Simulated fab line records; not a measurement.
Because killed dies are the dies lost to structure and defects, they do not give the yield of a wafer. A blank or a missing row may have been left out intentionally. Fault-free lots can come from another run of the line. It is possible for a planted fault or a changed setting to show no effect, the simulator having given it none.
Which tool was responsible? + flow n5Finfet + 23 lots with 69 wafers sampled at 5 steps, on a route of 1938 steps

WHAT EACH GAUGE READ, for each wafer
N5_FIN_CUT_CD_MEAS_08 targets a cd of 29.1 nm.
| lot  | measured    | on       | cdNm (nm)         |
|------|-------------|----------|-------------------|
| L074 | day 2 04:12 | cdSem-01 | 29.16 29.32 29.47 |
| L075 | day 2 09:38 | cdSem-03 | 29.50 29.60 29.38 |
| L076 | day 2 15:35 | cdSem-01 | 29.64 29.34 29.35 |
| L077 | day 2 21:34 | cdSem-03 | 29.33 29.14 28.64 |
| L078 | day 3 04:35 | cdSem-01 | 29.24 28.99 29.31 |
| L079 | day 3 09:29 | cdSem-02 | 29.41 29.35 29.31 |
| L080 | day 3 17:25 | cdSem-01 | 29.16 29.02 29.59 |
| L081 | day 3 22:02 | cdSem-01 | 29.36 29.27 29.00 |
| L082 | day 4 04:37 | cdSem-03 | 29.42 29.43 29.35 |
| L083 | day 4 09:11 | cdSem-03 | 28.54 28.88 29.09 |
| L084 | day 4 14:40 | cdSem-03 | 29.36 29.60 28.98 |
| L085 | day 4 23:20 | cdSem-01 | 29.64 29.38 29.85 |
| L086 | day 5 05:20 | cdSem-02 | 29.39 29.36 29.30 |
| L087 | day 5 09:32 | cdSem-02 | 29.24 29.75 29.33 |
| L088 | day 5 16:14 | cdSem-02 | 29.37 29.79 29.25 |
| L089 | day 5 20:39 | cdSem-01 | 29.09 29.20 29.23 |
| L091 | day 6 08:55 | cdSem-03 | 29.73 28.91 29.47 |
| L092 | day 6 14:35 | cdSem-03 | 29.78 29.78 29.13 |
| L093 | day 6 20:49 | cdSem-03 | 29.09 29.23 29.23 |
| L094 | day 7 04:17 | cdSem-02 | 28.99 29.07 29.23 |
| L095 | day 7 09:52 | cdSem-02 | 28.99 29.24 29.55 |
| L096 | day 7 15:05 | cdSem-02 | 29.24 29.57 28.94 |
| L097 | day 7 22:24 | cdSem-01 | 29.54 29.42 29.04 |

WHAT TOOL EACH LOT RAN ON (gives the tool, then ch and the chambers of the sampled wafers, and finally the start)
| lot  | N5_FIN_SAQP_ALD_61              | N5_FIN_SAQP_ETCH_52              | N5_FIN_SAQP_STRIP_55             | N5_FIN_SAQP_MANDREL_ETCH_58    |
|------|---------------------------------|----------------------------------|----------------------------------|--------------------------------|
| L074 | aldSin-01 ch 2,3, day 1 20:51   | rieDiel-04 ch 1,2, day 1 22:10   | rieDiel-04 ch 0,1,3, day 1 22:27 | rieSi-01 ch 0,3, day 2 01:32   |
| L075 | aldSin-02 ch 0,1,3, day 2 03:01 | rieDiel-04 ch 1,2, day 2 04:28   | rieDiel-04 ch 1,2, day 2 04:45   | rieSi-01 ch 0,2,3, day 2 07:05 |
| L076 | aldSin-04 ch 0,1,2, day 2 09:28 | rieDiel-04 ch 0,3, day 2 10:53   | rieDiel-06 ch 0,2, day 2 11:10   | rieSi-04 ch 2,3, day 2 12:59   |
| L077 | aldSin-02 ch 0,3, day 2 14:30   | rieDiel-04 ch 0,1, day 2 15:46   | rieDiel-04 ch 1,3, day 2 16:03   | rieSi-04 ch 0,2,3, day 2 18:33 |
| L078 | aldSin-01 ch 1,2,3, day 2 22:21 | rieDiel-04 ch 1,2, day 2 23:58   | rieDiel-05 ch 0,2, day 3 00:21   | rieSi-04 ch 0,1, day 3 02:16   |
| L079 | aldSin-01 ch 1,2,3, day 3 03:22 | rieDiel-06 ch 1,2,3, day 3 04:53 | rieDiel-06 ch 1,2,3, day 3 05:11 | rieSi-06 ch 1,2,3, day 3 07:14 |
| L080 | aldSin-01 ch 1,2,3, day 3 11:07 | rieDiel-04 ch 0,1,2, day 3 12:57 | rieDiel-06 ch 2,3, day 3 13:14   | rieSi-04 ch 0,1, day 3 15:03   |
| L081 | aldSin-04 ch 0,1, day 3 16:01   | rieDiel-04 ch 0,2, day 3 17:17   | rieDiel-04 ch 0,1, day 3 17:34   | rieSi-06 ch 2,3, day 3 19:37   |
| L082 | aldSin-01 ch 1,2, day 3 22:19   | rieDiel-05 ch 0,1,3, day 3 23:43 | rieDiel-04 ch 1,2, day 4 00:01   | rieSi-01 ch 1,2,3, day 4 01:53 |
| L083 | aldSin-02 ch 0,2,3, day 4 03:02 | rieDiel-05 ch 0,1,3, day 4 04:26 | rieDiel-04 ch 0,1, day 4 04:43   | rieSi-01 ch 0,2,3, day 4 06:32 |
| L084 | aldSin-04 ch 0,1,3, day 4 08:39 | rieDiel-06 ch 0,2,3, day 4 09:57 | rieDiel-04 ch 0,2, day 4 10:14   | rieSi-04 ch 0,1,2, day 4 12:16 |
| L085 | aldSin-04 ch 0,1, day 4 15:37   | rieDiel-05 ch 0,1,2, day 4 17:09 | rieDiel-04 ch 1,3, day 4 17:35   | rieSi-06 ch 2,3, day 4 20:02   |
| L086 | aldSin-04 ch 1,2,3, day 4 21:48 | rieDiel-04 ch 0,1,3, day 4 23:07 | rieDiel-04 ch 0,2, day 4 23:24   | rieSi-06 ch 0,1,3, day 5 02:25 |
| L087 | aldSin-02 ch 0,2,3, day 5 03:31 | rieDiel-06 ch 1,2, day 5 04:47   | rieDiel-06 ch 1,3, day 5 05:04   | rieSi-04 ch 0,2, day 5 06:56   |
| L088 | aldSin-04 ch 0,1, day 5 09:51   | rieDiel-04 ch 0,3, day 5 11:19   | rieDiel-06 ch 1,2, day 5 11:36   | rieSi-04 ch 1,2, day 5 13:47   |
| L089 | aldSin-01 ch 0,2,3, day 5 14:35 | rieDiel-06 ch 2,3, day 5 15:59   | rieDiel-05 ch 0,2,3, day 5 16:31 | rieSi-01 ch 0,1,2, day 5 18:25 |
| L091 | aldSin-02 ch 0,3, day 6 02:28   | rieDiel-04 ch 0,3, day 6 04:05   | rieDiel-04 ch 2,3, day 6 04:22   | rieSi-04 ch 0,3, day 6 06:22   |
| L092 | aldSin-02 ch 0,2,3, day 6 08:32 | rieDiel-04 ch 0,1,2, day 6 09:55 | rieDiel-04 ch 1,2,3, day 6 10:12 | rieSi-01 ch 0,1,3, day 6 12:11 |
| L093 | aldSin-02 ch 0,1,3, day 6 15:05 | rieDiel-05 ch 0,1,2, day 6 16:28 | rieDiel-04 ch 1,3, day 6 16:46   | rieSi-06 ch 1,2, day 6 18:34   |
| L094 | aldSin-04 ch 0,1,2, day 6 21:59 | rieDiel-06 ch 1,2,3, day 6 23:29 | rieDiel-06 ch 0,1,3, day 6 23:46 | rieSi-04 ch 2,3, day 7 01:53   |
| L095 | aldSin-04 ch 1,2, day 7 02:42   | rieDiel-05 ch 0,1,2, day 7 04:10 | rieDiel-05 ch 1,2, day 7 04:27   | rieSi-06 ch 2,3, day 7 07:09   |
| L096 | aldSin-04 ch 1,2,3, day 7 08:15 | rieDiel-06 ch 0,1,3, day 7 09:38 | rieDiel-05 ch 0,1,2, day 7 09:55 | rieSi-04 ch 0,2,3, day 7 11:44 |
| L097 | aldSin-01 ch 0,3, day 7 16:13   | rieDiel-05 ch 0,2, day 7 17:36   | rieDiel-06 ch 0,1,2, day 7 17:53 | rieSi-01 ch 0,1,2, day 7 19:55 |
- N5_FIN_SAQP_ALD_61: deposits SiO2, target thk 4 nm, pulse time 1 s, purge time 2 s.
- N5_FIN_SAQP_ETCH_52: etches SOC in N2/H2, target depth 100 nm, overetch 20 nm, time 150 s.
- N5_FIN_SAQP_STRIP_55: strips in N2/H2.
- N5_FIN_SAQP_MANDREL_ETCH_58: etches a-Si in HBr/Cl2, stops on SiNx, target depth 45 nm, bt time 10 s, time 27 s.

AS READ BY THE TOOLS THEMSELVES (means over the sampled wafers that have a number; for cases with no such wafer, the mark the record gives instead)
N5_FIN_SAQP_ALD_61.
| lot  | tool      | heaterPowerW (W) | precursorPulseHeightRel |
|------|-----------|------------------|-------------------------|
| L074 | aldSin-01 | 518              | 0.993                   |
| L075 | aldSin-02 | 447              | 1.014                   |
| L076 | aldSin-04 | 522              | 1.013                   |
| L077 | aldSin-02 | 461              | 1.018                   |
| L078 | aldSin-01 | 480              | 1.003                   |
| L079 | aldSin-01 | 483              | 1.009                   |
| L080 | aldSin-01 | 474              | 0.978                   |
| L081 | aldSin-04 | 539              | 1.021                   |
| L082 | aldSin-01 | 470              | 0.995                   |
| L083 | aldSin-02 | 460              | 0.989                   |
| L084 | aldSin-04 | 514              | 1.012                   |
| L085 | aldSin-04 | 538              | 0.996                   |
| L086 | aldSin-04 | 498              | 0.999                   |
| L087 | aldSin-02 | 468              | 0.981                   |
| L088 | aldSin-04 | 540              | 0.993                   |
| L089 | aldSin-01 | 459              | 1.007                   |
| L091 | aldSin-02 | 460              | 1.027                   |
| L092 | aldSin-02 | 459              | 1.007                   |
| L093 | aldSin-02 | 458              | 0.997                   |
| L094 | aldSin-04 | 526              | 0.997                   |
| L095 | aldSin-04 | 511              | 1.000                   |
| L096 | aldSin-04 | 505              | 1.007                   |
| L097 | aldSin-01 | 418              | 0.995                   |

N5_FIN_SAQP_ETCH_52.
| lot  | tool       | drypumpMotorCurrentA (A) | oesProductAu (a.u.) | rfVppV (V) | showerheadPlenumPTorr (Torr) | throttleValvePct (%) |
|------|------------|--------------------------|---------------------|------------|------------------------------|----------------------|
| L074 | rieDiel-04 | 5.6                      | 0.69                | 525.3      | 2.60                         | 17.76                |
| L075 | rieDiel-04 | 5.6                      | 0.69                | 524.7      | 2.60                         | 17.76                |
| L076 | rieDiel-04 | 5.5                      | 0.64                | 521.7      | 2.45                         | 17.78                |
| L077 | rieDiel-04 | 5.5                      | 0.65                | 520.7      | 2.44                         | 17.67                |
| L078 | rieDiel-04 | 5.4                      | 0.68                | 522.7      | 2.52                         | 17.57                |
| L079 | rieDiel-06 | 6.0                      | 0.73                | 522.3      | 2.49                         | 17.94                |
| L080 | rieDiel-04 | 5.6                      | 0.67                | 523.0      | 2.52                         | 17.73                |
| L081 | rieDiel-04 | 5.7                      | 0.65                | 522.9      | 2.51                         | 17.89                |
| L082 | rieDiel-05 | 5.8                      | 0.70                | 522.6      | 2.48                         | 17.91                |
| L083 | rieDiel-05 | 5.8                      | 0.70                | 522.5      | 2.48                         | 17.91                |
| L084 | rieDiel-06 | 6.2                      | 0.71                | 521.5      | 2.48                         | 17.91                |
| L085 | rieDiel-05 | 5.6                      | 0.71                | 522.8      | 2.52                         | 17.69                |
| L086 | rieDiel-04 | 5.4                      | 0.71                | 521.0      | 2.45                         | 17.50                |
| L087 | rieDiel-06 | 5.6                      | 0.65                | 522.1      | 2.47                         | 18.12                |
| L088 | rieDiel-04 | 5.4                      | 0.77                | 522.5      | 2.47                         | 17.47                |
| L089 | rieDiel-06 | 6.1                      | 0.76                | 522.6      | 2.48                         | 17.83                |
| L091 | rieDiel-04 | 5.4                      | 0.75                | 521.9      | 2.47                         | 17.47                |
| L092 | rieDiel-04 | 5.5                      | 0.65                | 522.8      | 2.50                         | 17.78                |
| L093 | rieDiel-05 | 5.6                      | 0.69                | 523.0      | 2.51                         | 17.72                |
| L094 | rieDiel-06 | 6.0                      | 0.68                | 521.8      | 2.48                         | 18.01                |
| L095 | rieDiel-05 | 5.6                      | 0.68                | 523.7      | 2.51                         | 17.73                |
| L096 | rieDiel-06 | 6.3                      | 0.68                | 523.0      | 2.49                         | 17.97                |
| L097 | rieDiel-05 | 5.3                      | 0.64                | 524.3      | 2.55                         | 17.77                |

N5_FIN_SAQP_STRIP_55.
| lot  | tool       | biasPowerW (W) | drypumpMotorCurrentA (A) | oesProductAu (a.u.) | rfVppV (V) | showerheadPlenumPTorr (Torr) | throttleValvePct (%) |
|------|------------|----------------|--------------------------|---------------------|------------|------------------------------|----------------------|
| L074 | rieDiel-04 | 28.00          | 5.4                      | 0.73                | 121.8      | 3.25                         | 18.8                 |
| L075 | rieDiel-04 | 27.97          | 5.4                      | 0.75                | 121.8      | 3.33                         | 18.5                 |
| L076 | rieDiel-06 | 27.94          | 5.9                      | 0.73                | 120.3      | 3.27                         | 19.3                 |
| L077 | rieDiel-04 | 27.96          | 5.3                      | 0.72                | 121.8      | 3.26                         | 18.4                 |
| L078 | rieDiel-05 | 28.08          | 5.3                      | 0.73                | 121.8      | 3.39                         | 18.7                 |
| L079 | rieDiel-06 | 28.02          | 6.0                      | 0.82                | 121.3      | 3.29                         | 19.1                 |
| L080 | rieDiel-06 | 27.98          | 6.1                      | 0.88                | 121.9      | 3.28                         | 19.0                 |
| L081 | rieDiel-04 | 27.96          | 5.3                      | 0.73                | 121.8      | 3.23                         | 18.7                 |
| L082 | rieDiel-04 | 27.91          | 5.6                      | 0.73                | 121.7      | 3.42                         | 18.8                 |
| L083 | rieDiel-04 | 27.90          | 5.3                      | 0.72                | 120.8      | 3.22                         | 18.7                 |
| L084 | rieDiel-04 | 28.00          | 5.8                      | 0.72                | 123.0      | 3.41                         | 19.2                 |
| L085 | rieDiel-04 | 28.01          | 5.3                      | 0.80                | 123.1      | 3.25                         | 18.3                 |
| L086 | rieDiel-04 | 27.95          | 5.7                      | 0.72                | 122.1      | 3.30                         | 19.3                 |
| L087 | rieDiel-06 | 27.98          | 6.3                      | 0.85                | 121.6      | 3.30                         | 18.9                 |
| L088 | rieDiel-06 | 28.00          | 5.8                      | 0.72                | 123.6      | 3.29                         | 19.3                 |
| L089 | rieDiel-05 | 27.96          | 5.5                      | 0.70                | 121.5      | 3.33                         | 19.2                 |
| L091 | rieDiel-04 | 27.96          | 5.7                      | 0.79                | 122.6      | 3.43                         | 18.9                 |
| L092 | rieDiel-04 | 27.93          | 5.5                      | 0.78                | 121.6      | 3.34                         | 18.6                 |
| L093 | rieDiel-04 | 28.01          | 5.3                      | 0.84                | 122.7      | 3.27                         | 18.3                 |
| L094 | rieDiel-06 | 27.96          | 6.4                      | 0.76                | 120.5      | 3.30                         | 19.0                 |
| L095 | rieDiel-05 | 28.04          | 5.4                      | 0.77                | 120.6      | 3.43                         | 18.8                 |
| L096 | rieDiel-05 | 28.01          | 5.7                      | 0.75                | 123.6      | 3.32                         | 18.8                 |
| L097 | rieDiel-06 | 28.08          | 6.1                      | 0.70                | 121.1      | 3.27                         | 19.3                 |

N5_FIN_SAQP_MANDREL_ETCH_58.
| lot  | tool     | drypumpMotorCurrentA (A) | oesProductAu (a.u.) | throttleValvePct (%) |
|------|----------|--------------------------|---------------------|----------------------|
| L074 | rieSi-01 | 5.6                      | 0.689               | 35.6                 |
| L075 | rieSi-01 | 5.5                      | 0.683               | 35.3                 |
| L076 | rieSi-04 | 5.9                      | 0.690               | 35.4                 |
| L077 | rieSi-04 | 5.9                      | 0.687               | 35.4                 |
| L078 | rieSi-04 | 5.6                      | 0.701               | 35.8                 |
| L079 | rieSi-06 | 5.8                      | 0.690               | 35.6                 |
| L080 | rieSi-04 | 5.5                      | 0.695               | 35.7                 |
| L081 | rieSi-06 | 5.7                      | 0.690               | 35.9                 |
| L082 | rieSi-01 | 5.7                      | 0.692               | 35.2                 |
| L083 | rieSi-01 | 5.5                      | 0.686               | 35.3                 |
| L084 | rieSi-04 | 5.8                      | 0.698               | 35.3                 |
| L085 | rieSi-06 | 5.7                      | 0.687               | 35.9                 |
| L086 | rieSi-06 | 5.5                      | 0.701               | 35.3                 |
| L087 | rieSi-04 | 6.1                      | 0.696               | 34.9                 |
| L088 | rieSi-04 | 6.1                      | 0.698               | 34.9                 |
| L089 | rieSi-01 | 5.9                      | 0.688               | 35.1                 |
| L091 | rieSi-04 | 5.5                      | 0.686               | 35.8                 |
| L092 | rieSi-01 | 5.9                      | 0.686               | 35.4                 |
| L093 | rieSi-06 | 5.7                      | 0.694               | 35.4                 |
| L094 | rieSi-04 | 6.2                      | 0.691               | 35.0                 |
| L095 | rieSi-06 | 5.7                      | 0.685               | 35.9                 |
| L096 | rieSi-04 | 5.8                      | 0.691               | 35.4                 |
| L097 | rieSi-01 | 5.9                      | 0.693               | 35.1                 |

THE ANSWER, worked out from the rows above alone
Rule: the usual values come from the lots themselves. The widest of any qualifying gaps counts: lots, ordered by their means at a reading, are off when they make up no more than a third of the lots, leave a main group of 4 or more, and stand apart from it by 3 or more times the standard deviation of that group's means. A main group whose means are all the same, to the digits that the tables above print for the reading, isn't used. A lot without any number at a reading at which 4 lots or more have one is off too. All remaining lots with rows at the step are treated as sound. Order of review: gauges by route order, followed by the tools' own readings, for which a lot's mean as printed above is used. The first step at which some lot is off is used, and at that step the reading that is off furthest; a lot without a number counts as furthest.
Nothing can be told from this: no lot is off at any reading shown.

WHAT WAS PUT IN BY THE SIMULATOR
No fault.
